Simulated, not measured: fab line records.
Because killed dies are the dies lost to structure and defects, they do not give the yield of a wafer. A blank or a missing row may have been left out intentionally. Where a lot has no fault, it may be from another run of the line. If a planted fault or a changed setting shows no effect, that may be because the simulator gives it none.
fab line records ; flow n5Finfet
[record] lots = 3; wafers = 9; lastDay = 19
route steps=1938 shown BEOL_M10@1528 BEOL_M11@1536
lots that met no fault: taken from a fault-free run of the same line
startH: the number of hours between the record's first day and the start of the first shown wafer of the lot ; waitH: time in hours since the lot's previous step ; " as in the row above ; L1.1+2: one row covering several wafers at once ; - no value present, or no start provided ; * or withheld: withheld ; < > ~ a bound
route shown NAME@n: a module of which the file shows steps, and the number in the route of the first ; usual: mean/standard deviation of fault-free wafers ; same: alike in all rows ; chamber/n: place in a boat ; sites: each site's reading ; _std_site: standard deviation across them ; _edge_site: outer sites' mean less inner sites' ; radiusMm: how far each site lies from the wafer's centre ; mask NAME#n: copy n ; behind: the tool/chamber that last shaped the wafer ; hold: why the lot went on hold/how many hours it stayed there/how the hold came to an end ; device: transistor that didn't switch, given as n, p or np ; end of line: tests of these same wafers at the route's end ; step lacking rows: just its recipe ; killed: at the first sort, the dies lost to defects and structure; wafer yield is something else ; map: the dies of a wafer, with x for killed, . for not killed, _ for no die there
set.NAME: the setting as run; set.NAME@STEP: as run at that earlier step ; model.NAME: the simulator's own value behind a step, which no gauge read
a table for each step, a row for each wafer; lots at some steps of the route
services: the hour from which a tool's chamber was out of use, counted from the record's first day as startH (under 0 if before that day), plus the number of hours and why
[[steps]]
[step N5_BEOL_M10_ECD_50]
[recipe] material = Cu; targetThkA = 3180
[step N5_BEOL_M10_ANNEAL_51]
[recipe] tempC = 225; timeS = 90; ambient = N2
[step N5_BEOL_M10_CMP_52]
[recipe] stopOn = SiCOH_lowk; tOverpolishS = 7; downForcePsi = 1; platenRpm = 50; clearingPlatenDownForcePsi = 1.5; clearingPlatenRpm = 50; postCmpClean = cuAlkaline; targetThkNm = 140; clearingPlatenPadVelocityMS = 0.99484; padVelocityMS = 0.99484
[step N5_BEOL_M10_PRE_CLEAN_55]
[recipe] gas = NH3; timeS = 15; tempC = withheld; rfPowerW = 300
[step N5_BEOL_M10_DEP_56]
[recipe] material = SiCN; targetThkA = 150; tempC = withheld; precursor = 3MS/NH3; pressureTorr = 3; rfW = 202; timeS = 26.5
[step N5_BEOL_M11_ILD_DEP_00]
[recipe] material = SiCOH_lowk; targetThkA = 3085.1; tempC = 300; precursor = DEMS/porogen; pressureTorr = 5; rfW = 500; timeS = 58
[step N5_BEOL_M11_CURE_71]
[recipe] tempC = 385; timeS = 240; ambient = He/Ar; material = SiCOH_lowk
[step N5_BEOL_M11_PECVD_70]
[recipe] material = SiO2; targetThkA = 200; tempC = 400; precursor = TEOS/O2; pressureTorr = 5.5; rfW = 450; teosFlowSccm = 53.8; gas = O2; flowSccm = 3000; timeS = 22.7
[step N5_BEOL_M11_HM_DEP_02]
[recipe] material = TiN; targetThkA = 200; tempC = 25; chamberPressurePa = 0.49996
[usual] throttleValvePct = 30.3/0.76
lot.wafer;tool;chamber;startH;waitH;throttleValvePct;model.TiN_of_BEOL_M11_HM_DEP_02.thkNm
L384.1;pvdSputter-01;-;321.12;0.3;31.1;19.8
L384.3;pvdSputter-01;-;321.12;0.3;30.9;19.8
L384.6;pvdSputter-01;-;321.12;0.3;29.5;20
L380.1;pvdSputter-01;-;369.55;0.8;29.4;20.2
L380.2;pvdSputter-01;-;369.55;0.8;29.1;13.8
L380.5;pvdSputter-01;-;369.55;0.8;31.4;13.8
L392.1;pvdSputter-03;-;399.55;4.8;29.8;19.8
L392.4;pvdSputter-03;-;399.55;4.8;29.4;20.2
L392.5;pvdSputter-03;-;399.55;4.8;31.0;20
[step N5_BEOL_M11_COAT_59]
[recipe] resist = SOC; tempC = 250; timeS = 60; spinRpm = 1500; resistThkNm = 100
[step N5_BEOL_M11_COAT_60]
[recipe] resist = SiARC; tempC = 220; timeS = 60; spinRpm = 1500; resistThkNm = 30
[step N5_BEOL_M11_COAT_05]
[recipe] resist = CAR-ArF; spinRpm = 1500; resistThkNm = 90
[step N5_BEOL_M11_EBR_07]
[recipe] solvent = PGMEA; ebrWidthMm = 1.5
[step N5_BEOL_M11_SOFTBAKE_06]
[recipe] tempC = 110; timeS = 60; resist = CAR-ArF
[step N5_BEOL_M11_EXPOSE_08]
[recipe] maskId = M11; na = 1.35; sourceShape = dipole; sigmaInner = 0.411; sigmaOuter = 0.611; polarization = te; doseMj = 53.75
[step N5_BEOL_M11_PEB_09]
[recipe] pebTempC = withheld; pebTimeS = 60; resist = CAR-ArF
[step N5_BEOL_M11_DEVELOP_10]
[recipe] developTimeS = 30; developer = TMAH; resist = CAR-ArF; rinseLiquid = diw; dry = airSpin; devTempC = 23
[step N5_BEOL_M11_DESCUM_16]
[recipe] chemistry = O2; timeS = 7.9; sourcePowerW = 50; biasPowerW = 20; pressureMtorr = 20; rfFrequencyHz = 2.712e+07; tempC = 40; resist = CAR-ArF; o2FlowSccm = 225
[step N5_BEOL_M11_ETCH_61]
[recipe] chemistry = CF4; target = SiARC; targetDepthA = 390; maskMaterial = CAR-ArF; timeS = 65; ionEnergyEv = 80; pressureMtorr = 40; sourceW = 545; biasW = 36; Ar_flow_sccm = 100; cf4FlowSccm = 100; ends = cleared
[step N5_BEOL_M11_ETCH_62]
[recipe] chemistry = N2/H2; target = SOC; targetDepthA = 1100; overetchA = 220; maskMaterial = SiARC; tempC = 40; timeS = 165; ionEnergyEv = 200; pressureMtorr = 30; sourceW = 840; biasW = 150; n2FlowSccm = 200; h2FlowSccm = 200
[step N5_BEOL_M11_STRIP_68]
[recipe] chemistry = N2/H2; tempC = 40; n2FlowSccm = 200; h2FlowSccm = 200; rfFrequencyHz = 6e+07
[step N5_BEOL_M11_STRIP_67]
[recipe] chemistry = CF4; resist = SiARC; powerW = 300; biasPowerW = 75; pressureMtorr = 50; cf4FlowSccm = 150; rfFrequencyHz = 6e+07
[step N5_BEOL_M11_HM_OPEN_17]
[recipe] chemistry = Cl2/BCl3; targetDepthA = 200; overetchA = 60; target = TiN; maskMaterial = SOC; ionEnergyEv = 150; pressureMtorr = 10; icpW = 1000; biasW = 126; Cl2_flow_sccm = 53.25; bcl3FlowSccm = 21.75; Ar_flow_sccm = 25
[usual] drypumpMotorCurrentA = 5.9/0.36; mfcArSccm = 24.98/0.074; oesProductAu = 0.68/0.062; throttleValvePct = 22.19/0.25
lot.wafer;tool;chamber;startH;waitH;drypumpMotorCurrentA;mfcArSccm;oesProductAu;rfHoursCounterH;throttleValvePct;model.etch.depthNm
L384.1;rieMetal-01;0;323.28;0.6;5.9;25.06;0.63;51;22.05;19.76
L384.3;rieMetal-01;0;323.28;0.6;5.9;24.99;0.63;-;22.03;19.77
L384.6;rieMetal-01;0;323.28;0.6;5.8;24.94;0.63;-;22.03;19.91
L380.1;rieMetal-01;1;370.42;0.0;6.1;25.00;0.63;52;22.62;20.24
L380.2;rieMetal-01;0;370.42;0.0;5.9;25.16;0.52;54;22.24;13.8
L380.5;rieMetal-01;0;370.42;0.0;5.9;25.04;0.52;-;22.24;13.82
L392.1;rieMetal-03;1;400.85;0.0;6.0;24.86;0.77;8;22.22;19.89
L392.4;rieMetal-03;1;400.85;0.0;6.0;24.94;0.78;-;22.22;20.11
L392.5;rieMetal-03;1;400.85;0.0;6.0;24.98;0.78;-;22.21;19.94
[step N5_BEOL_M11_STRIP_19]
[recipe] chemistry = O2; powerW = 400; tempC = 40; pressureMtorr = 30; rfFrequencyHz = 6e+07; biasPowerW = 0; overashFraction = 0.2; o2FlowSccm = 225
[step N5_BEOL_M11_COAT_63]
[recipe] resist = SOC; tempC = 250; timeS = 60; spinRpm = 1500; resistThkNm = 100
[step N5_BEOL_M11_COAT_64]
[recipe] resist = SiARC; tempC = 220; timeS = 60; spinRpm = 1500; resistThkNm = 30
[step N5_BEOL_M11_COAT_22]
[recipe] resist = CAR-ArF; spinRpm = 1500; resistThkNm = 90
[step N5_BEOL_M11_EBR_24]
[recipe] solvent = PGMEA; ebrWidthMm = 1.5
[step N5_BEOL_M11_SOFTBAKE_23]
[recipe] tempC = 110; timeS = 60; resist = CAR-ArF
[step N5_BEOL_M11_EXPOSE_25]
[recipe] maskId = V10; na = 1.35; sourceShape = annular; sigmaInner = 0.5; sigmaOuter = 0.8; polarization = unpolarized; doseMj = 85.5
[step N5_BEOL_M11_PEB_26]
[recipe] pebTempC = withheld; pebTimeS = 60; resist = CAR-ArF
[step N5_BEOL_M11_DEVELOP_27]
[recipe] developTimeS = 30; developer = TMAH; resist = CAR-ArF; rinseLiquid = diw; dry = airSpin; devTempC = 23
[step N5_BEOL_M11_TRENCH_ETCH_37]
[recipe] chemistry = C4F6/O2; targetDepthA = 1488.3; target = SiCOH_lowk; timeS = 48; ionEnergyEv = 250; pressureMtorr = 30; sourceW = 345; biasW = 185; Ar_flow_sccm = 300; C4F6_flow_sccm = 10; O2_flow_sccm = 10
[usual] O2_flow_sccm = 10.00/0.031; drypumpMotorCurrentA = 5.5/0.39; mfcArSccm = 299.9/0.83; oesProductAu = 0.83/0.11; rfVppV = 668/13; showerheadPlenumPTorr = 2.85/0.12; throttleValvePct = 20.87/0.24
lot.wafer;tool;chamber;startH;waitH;O2_flow_sccm;drypumpMotorCurrentA;mfcArSccm;oesProductAu;rfHoursCounterH;rfVppV;showerheadPlenumPTorr;throttleValvePct;model.TiN_of_BEOL_M11_HM_DEP_02.thkNm
L384.1;rieDiel-04;0;-;-;10.00;5.8;298.8;0.85;61;645;2.79;20.74;15.8
L384.3;rieDiel-04;1;-;-;9.99;6.3;300.2;0.93;15;659;3.05;20.89;15.6
L384.6;rieDiel-04;2;-;-;10.00;5.2;298.3;0.69;-;679;2.95;21.13;16
L380.1;rieDiel-06;0;-;-;9.99;4.9;299.3;0.79;83;678;2.76;20.74;16.2
L380.2;rieDiel-06;3;-;-;10.00;5.4;301.4;0.70;230;670;2.70;21.35;9.6
L380.5;rieDiel-06;1;-;-;9.99;5.7;298.3;0.99;-;680;3.06;20.67;9.4
L392.1;rieDiel-06;3;-;-;10.04;5.4;299.3;0.69;239;673;2.70;21.39;15.8
L392.4;rieDiel-06;1;-;-;9.94;5.7;299.9;0.96;13;677;3.05;20.68;15.6
L392.5;rieDiel-06;3;-;-;10.04;5.4;299.2;0.69;-;671;2.70;21.38;15.8
[[services]]
tool;chamber;startH;hours;kind
rieDiel-04;3;300.66;-;clean
rieDiel-04;3;300.66;-;consumableReplace:focusRing
rieDiel-04;3;300.66;27.3;scheduledDown
rieDiel-04;3;300.66;27.3;ventCycle
rieMetal-03;1;315.00;14.0;repair
rieDiel-06;2;324.33;-;clean
rieDiel-06;2;324.33;-;consumableReplace:focusRing
rieDiel-06;2;324.33;21.0;scheduledDown
rieDiel-06;2;324.33;21.0;ventCycle
rieDiel-06;3;331.95;2.6;repair
rieDiel-04;-;336.59;4.8;repair
rieDiel-06;-;338.02;0.6;repair
rieDiel-06;1;345.30;-;clean
rieDiel-06;1;345.30;-;consumableReplace:focusRing
rieDiel-06;1;345.30;-;consumableReplace:showerhead
rieDiel-06;1;345.30;15.0;scheduledDown
rieDiel-06;1;345.30;15.0;ventCycle
rieDiel-06;0;347.58;3.7;repair
rieDiel-06;-;354.64;4.3;pm
[[key]]
firstSign none at tools or gauges
[modelEffect] step = N5_BEOL_M11_HM_DEP_02; value = TiN_of_BEOL_M11_HM_DEP_02.thkNm; without = 20.2; struck = 13.8
[modelEffect] step = N5_BEOL_M11_HM_OPEN_17; value = etch.depthNm; without = 20.21; struck = 13.81
[modelEffect] step = N5_BEOL_M11_TRENCH_ETCH_37; value = TiN_of_BEOL_M11_HM_DEP_02.thkNm; without = 15.9; struck = 9.5
metAt N5_BEOL_M11_HM_DEP_02
struckWafers L380.2,L380.5
onsetBetween 321.12 369.55
[fault] kind = processParameterDrift; tool = pvdSputter-01; chamber = -; onsetH = 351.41; steps = N5_BEOL_M11_HM_DEP_02; channel = targetThkA; offset = *; shape = step; endH = 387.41; scope = struckWafersOnly; actsIn = *; stated = *
